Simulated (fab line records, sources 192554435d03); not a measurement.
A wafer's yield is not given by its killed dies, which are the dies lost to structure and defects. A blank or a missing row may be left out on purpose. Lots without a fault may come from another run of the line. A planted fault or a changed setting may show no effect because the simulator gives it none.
Matching of chambers / flow n5-finfet / N5_BEOL_M0_STRIP_142 on rie-diel-01 has 4 sister chambers
The step strips in N2/H2, time 10 s. 4 wafers are shown with their chamber, then 12 later ones without.

## EACH WAFER AND ITS CHAMBER
wafer=L091.5; chamber=2; drypump-motor-current-A (A)=5.5
wafer=L093.1; chamber=3; drypump-motor-current-A (A)=5.8
wafer=L093.2; chamber=0; drypump-motor-current-A (A)=5.3
wafer=L093.3; chamber=1; drypump-motor-current-A (A)=4.9

## WAFERS WHOSE CHAMBER IS MISSING
wafer=L093.4; drypump-motor-current-A (A)=5.5
wafer=L093.5; drypump-motor-current-A (A)=5.5
wafer=L093.6; drypump-motor-current-A (A)=4.9
wafer=L095.1; drypump-motor-current-A (A)=5.8
wafer=L095.2; drypump-motor-current-A (A)=5.3
wafer=L095.3; drypump-motor-current-A (A)=4.9
wafer=L095.4; drypump-motor-current-A (A)=5.5
wafer=L095.5; drypump-motor-current-A (A)=5.4
wafer=L095.6; drypump-motor-current-A (A)=4.9
wafer=L096.2; drypump-motor-current-A (A)=4.8
wafer=L096.4; drypump-motor-current-A (A)=5.5
wafer=L096.6; drypump-motor-current-A (A)=5.5

## WHICH CHAMBER EACH ONE RAN IN
wafer=L093.4; from the rows above=2; in truth=2
wafer=L093.5; from the rows above=2; in truth=2
wafer=L093.6; from the rows above=1; in truth=1
wafer=L095.1; from the rows above=3; in truth=3
wafer=L095.2; from the rows above=0; in truth=0
wafer=L095.3; from the rows above=1; in truth=1
wafer=L095.4; from the rows above=2; in truth=2
wafer=L095.5; from the rows above=can't be placed: 2 or 0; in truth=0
wafer=L095.6; from the rows above=1; in truth=1
wafer=L096.2; from the rows above=1; in truth=1
wafer=L096.4; from the rows above=2; in truth=2
wafer=L096.6; from the rows above=2; in truth=2
11 of 12 placed correctly. Unplaceable from these rows: 1, with the true chamber sitting among the candidates in 1. Placed wrongly: 0.
How it was worked out, from the rows above alone: a wafer's distance from a chamber is the root of the sum, over the readings, of the square of ((its reading less the chamber's mean) divided by the reading's scatter). The wafer belongs to the nearest chamber; if the next one is less than 2 further off, it can't be placed. A chamber's mean is the mean of its shown wafers. The scatter: root of mean squared gap, hidden wafer to nearest shown wafer, with one shown wafer a chamber.
